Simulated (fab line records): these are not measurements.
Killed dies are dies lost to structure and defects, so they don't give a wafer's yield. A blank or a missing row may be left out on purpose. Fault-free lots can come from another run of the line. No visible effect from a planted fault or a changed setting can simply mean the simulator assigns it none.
Matching of chambers / flow n5 finfet / 4 sister chambers for N5_PMOS_HMC_CHANNEL_EPI_STRIP_33 on rie diel-05
The step strips in N2/H2. 4 wafers are shown with their chamber, then 8 later ones without.

WAFERS, EACH WITH ITS CHAMBER
wafer=L084.2; chamber=3; drypump motor current A (A)=6.4
wafer=L085.2; chamber=0; drypump motor current A (A)=5.8
wafer=L085.6; chamber=2; drypump motor current A (A)=6.2
wafer=L086.1; chamber=1; drypump motor current A (A)=5.3

WAFERS WHOSE CHAMBER IS MISSING
wafer=L086.4; drypump motor current A (A)=5.8
wafer=L086.6; drypump motor current A (A)=5.4
wafer=L087.2; drypump motor current A (A)=6.2
wafer=L087.3; drypump motor current A (A)=5.4
wafer=L087.5; drypump motor current A (A)=6.2
wafer=L093.1; drypump motor current A (A)=5.4
wafer=L093.3; drypump motor current A (A)=5.8
wafer=L093.5; drypump motor current A (A)=5.4

EACH ONE'S CHAMBER
wafer=L086.4; from the rows above=0; in truth=0
wafer=L086.6; from the rows above=1; in truth=1
wafer=L087.2; from the rows above=2; in truth=2
wafer=L087.3; from the rows above=1; in truth=1
wafer=L087.5; from the rows above=2; in truth=2
wafer=L093.1; from the rows above=1; in truth=1
wafer=L093.3; from the rows above=0; in truth=0
wafer=L093.5; from the rows above=1; in truth=1
Correctly placed: 8 of 8. Not placeable from these rows: 0. Wrongly placed: 0.
How it was worked out, from the rows above alone: a wafer's distance from a chamber is the root of the sum, over the readings, of the square of ((its reading less the chamber's mean) divided by the reading's scatter). The wafer belongs to the nearest chamber; if the next one is less than 2 further off, it can't be placed. The mean given for a chamber averages the wafers shown for that chamber. The scatter (one wafer shown for each chamber): square how far every hidden wafer sits from the nearest shown wafer, average those squares and take the square root.
